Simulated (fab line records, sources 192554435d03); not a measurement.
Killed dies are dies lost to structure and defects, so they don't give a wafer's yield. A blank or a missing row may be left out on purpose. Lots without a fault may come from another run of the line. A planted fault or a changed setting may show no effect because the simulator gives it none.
Chamber matching | flow n5_finfet | N5_MOL_CONTACT_COAG_ETCH_48 on rie_diel-03: 4 sister chambers
The step etches SiOC in C4F6/O2, target depth 15 nm, overetch 4.5 nm, time 17 s. 22 wafers are shown with their chamber, then 11 later ones without.

WAFERS WITH THEIR CHAMBER
wafer  | chamber | showerhead_plenum_p_Torr (Torr) | rf_vpp_V (V) | throttle_valve_pct (%)
L078.1 | 0       | 2.99                            | 1587         | 40.40
L078.3 | 2       | 2.79                            | 1577         | 40.57
L078.6 | 1       | 2.92                            | 1572         | 40.36
L079.1 | 0       | 2.99                            | 1587         | 40.40
L079.2 | 3       | 2.82                            | 1604         | 40.26
L079.5 | 3       | 2.82                            | 1601         | 40.25
L080.1 | 3       | 2.82                            | 1604         | 40.26
L080.5 | 2       | 2.79                            | 1578         | 40.59
L080.6 | 3       | 2.82                            | 1603         | 40.25
L083.3 | 3       | 2.82                            | 1600         | 40.25
L083.4 | 2       | 2.79                            | 1576         | 40.59
L083.5 | 0       | 2.99                            | 1586         | 40.42
L084.1 | 1       | 2.92                            | 1572         | 40.38
L084.2 | 2       | 2.79                            | 1578         | 40.59
L084.6 | 0       | 2.99                            | 1586         | 40.41
L085.3 | 3       | 2.81                            | 1601         | 40.26
L085.4 | 1       | 2.92                            | 1572         | 40.36
L085.5 | 0       | 2.98                            | 1587         | 40.42
L086.1 | 0       | 2.98                            | 1586         | 40.43
L086.2 | 1       | 2.92                            | 1572         | 40.36
L086.5 | 0       | 2.98                            | 1586         | 40.43
L089.1 | 1       | 2.91                            | 1572         | 40.37

SIGNATURES (means of the wafers above)
reading                  | chamber 0 | chamber 1 | chamber 2 | chamber 3 | scatter within a chamber
showerhead_plenum_p_Torr | 2.9857    | 2.9180    | 2.7900    | 2.8183    | 0.00431
rf_vpp_V                 | 1586.43   | 1572.00   | 1577.25   | 1602.17   | 1.04
throttle_valve_pct       | 40.4157   | 40.3660   | 40.5850   | 40.2550   | 0.00984
Rule: a wafer's distance from a chamber is the root of the sum, over the readings, of the square of ((its reading less the chamber's mean) divided by the reading's scatter). The wafer belongs to the nearest chamber; if the next one is less than 2 further off, it can't be placed. The scatter: the root of (the sum of the squares of (reading less its chamber's mean) over the shown wafers, divided by (wafers less chambers)).

WAFERS WITHOUT THEIR CHAMBER
wafer  | showerhead_plenum_p_Torr (Torr) | rf_vpp_V (V) | throttle_valve_pct (%)
L089.2 | 2.98                            | 1586         | 40.42
L089.4 | 2.81                            | 1601         | 40.27
L092.2 | 2.91                            | 1570         | 40.38
L092.4 | 2.78                            | 1576         | 40.02
L092.6 | 2.91                            | 1572         | 40.39
L096.1 | 2.78                            | 1576         | 40.04
L096.2 | 2.91                            | 1570         | 40.36
L096.5 | 2.91                            | 1570         | 40.38
L097.2 | 2.77                            | 1578         | 40.05
L097.3 | 2.97                            | 1586         | 40.43
L097.4 | 2.90                            | 1572         | 40.37

WHICH CHAMBER EACH WENT THROUGH
wafer  | from the rows above | in truth
L089.2 | 0                   | 0
L089.4 | 3                   | 3
L092.2 | 1                   | 1
L092.4 | 3                   | 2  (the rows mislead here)
L092.6 | 1                   | 1
L096.1 | 3                   | 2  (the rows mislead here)
L096.2 | 1                   | 1
L096.5 | 1                   | 1
L097.2 | 3                   | 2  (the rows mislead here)
L097.3 | 0                   | 0
L097.4 | 1                   | 1
Placed correctly: 8 of 11. Can't be placed from these rows: 0. Placed wrongly: 3.
